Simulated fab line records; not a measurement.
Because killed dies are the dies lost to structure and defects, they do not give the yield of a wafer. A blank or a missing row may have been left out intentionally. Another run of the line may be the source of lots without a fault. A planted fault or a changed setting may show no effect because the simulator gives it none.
A lot that was struck, set against a sound lot    flow n5Finfet    27 steps out of a route of 1938
Sound: these wafers, L838.2, L838.3, L838.5. Wafers L841.1, L841.2, L841.5 were the ones struck. At the end, the cause is stated.
Per side, at each step with rows, come the tool, then ch with its chambers, and then its first start. Under that, the readings that differ: sound wafers    struck wafers    difference of the means    sigmas: that difference in standard deviations of wafers without a fault.
alike: readings with means less than 2 such deviations apart, plus words and numbers identical on both sides. not compared: withheld readings, readings lacking a value on some wafer, bounds such as >300 that could conceal the same value, and numbers that have no deviation in the record and whose values overlap.
A row with sigmas, a row that says differs or no value, or rows on one side alone: a step with any of these is where the two part. Numbers that don't overlap but have no deviation are shown without sigmas and don't part them. A reading missing from all wafers of one side parts the sides only when that side holds two or more wafers.

first, 10 steps without rows for these wafers: N5_BEOL_M3_DESCUM_16 (chemistry O2, time 7 s); N5_BEOL_M3_ETCH_74 (etches underlayer in N2/H2, target depth 6.5 nm, time 5.2 s); N5_BEOL_M3_ETCH_63 (etches SiARC in CF4, target depth 15.6 nm, time 26 s); N5_BEOL_M3_ETCH_64 (etches SOC in N2/H2, target depth 75 nm, overetch 15 nm, time 112.5 s); N5_BEOL_M3_STRIP_65 (strips in N2/H2); N5_BEOL_M3_STRIP_75 (strips in N2/H2); N5_BEOL_M3_STRIP_66 (strips in CF4); N5_BEOL_M3_HM_OPEN_17 (chemistry Cl2/BCl3, target TiN, target depth 20 nm, overetch 6 nm); N5_BEOL_M3_STRIP_19 (strips in O2); N5_BEOL_M3_COAT_67 (time 60 s, resist thk 60 nm).
N5_BEOL_M3_COAT_68: time 60 s, resist thk 12 nm.
  sound on lithoTrack-05 ch 0, day 9 01:25; struck on lithoTrack-05 ch 0, day 10 13:16
reading                                    sound                 struck                difference  sigmas
spinSpeedRpm (rpm)                         1499.3 1500.2 1500.7  1756.3 1754.3 1755.4  +255.3      +99 or more
model.SiARC_of_BEOL_M3_COAT_68.thkNm (nm)  12 12 12              11.2 11 11            -0.9        
then, 9 steps without rows for these wafers: N5_BEOL_M3_COAT_76 (time 60 s, resist thk 5 nm); N5_BEOL_M3_COAT_22 (resist thk 30 nm); N5_BEOL_M3_EBR_24; N5_BEOL_M3_SOFTBAKE_23 (time 60 s); N5_BEOL_M3_EXPOSE_25 (exposes mask V2, defocus 5 nm); N5_BEOL_M3_PEB_26 (peb time 60 s); N5_BEOL_M3_DEVELOP_27 (develop time 30 s); N5_BEOL_M3_DESCUM_33 (chemistry O2, time 7 s); N5_BEOL_M3_ETCH_77 (etches underlayer in N2/H2, target depth 6.5 nm, time 5.2 s).
N5_BEOL_M3_ETCH_69: etches SiARC in CF4, target depth 15.6 nm, time 26 s.
  sound on rieDiel-02 ch 1,2, day 9 01:52; struck on rieDiel-02 ch 1,2,3, day 10 13:43
reading                  sound              struck             difference  sigmas
etchRfOnTimeS (s)        26.4 25.7 26.1     24.1 23.4 24.7     -2.0        -4
model.etch.depthNm (nm)  12.04 12.01 12.05  11.12 11.07 11.07  -0.95       
  alike: drypumpMotorCurrentA, oesProductAu, rfVppV, showerheadPlenumPTorr, throttleValvePct
  not compared: rfHoursCounterH
then, 2 steps without rows for these wafers: N5_BEOL_M3_ALD_98 (deposits SiO2, target thk 2.5 nm, pulse time 1 s, co reactant pulse time 1 s); N5_BEOL_M3_ETCHBACK_99 (etches SiO2 in CHF3, target depth 5 nm, time 10.4 s).
N5_BEOL_M3_ETCH_70: etches SOC in N2/H2, target depth 80 nm, overetch 16 nm, time 120 s.
  sound on rieDiel-02 ch 2,3, day 9 15:20; struck on rieDiel-01 ch 1,2, day 10 14:44
reading                                    sound        struck       difference  sigmas
model.SiARC_of_BEOL_M3_COAT_68.thkNm (nm)  6.6 6.4 6.4  5.8 5.2 5.8  -0.9        
  alike: drypumpMotorCurrentA, oesProductAu, rfVppV, showerheadPlenumPTorr, throttleValvePct
  not compared: rfHoursCounterH
then, 1 step without rows for these wafers: N5_BEOL_M3_STRIP_71 (strips in N2/H2).
N5_BEOL_M4_RC_MEAS_101:
  sound on prober-02 ch 0, day 10 19:51; struck on prober-02 ch 0, day 12 00:25
  alike: DIBL_N, DIBL_P, IOFF_N, IOFF_P, ION_N, ION_P, SS_N, SS_P, VT_N, VT_P
-- here the record skips 5 days between the struck wafers' starts before and after, leaving off in module BEOL_M4 and picking up in module PASSIVATION (first step shown: number 1936 of the route) --
N5_PASSIVATION_PROBE_49:
  rows exist in the record for the struck wafers here (prober-02, day 16 12:32), but not for the sound ones

== WHERE THEY PART ==
Last at N5_PASSIVATION_PROBE_49 as far as this record goes, first at N5_BEOL_M3_COAT_68.

WHY: what the simulator had put in
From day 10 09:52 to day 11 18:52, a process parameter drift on lithoTrack-05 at N5_BEOL_M3_COAT_68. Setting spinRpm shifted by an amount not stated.
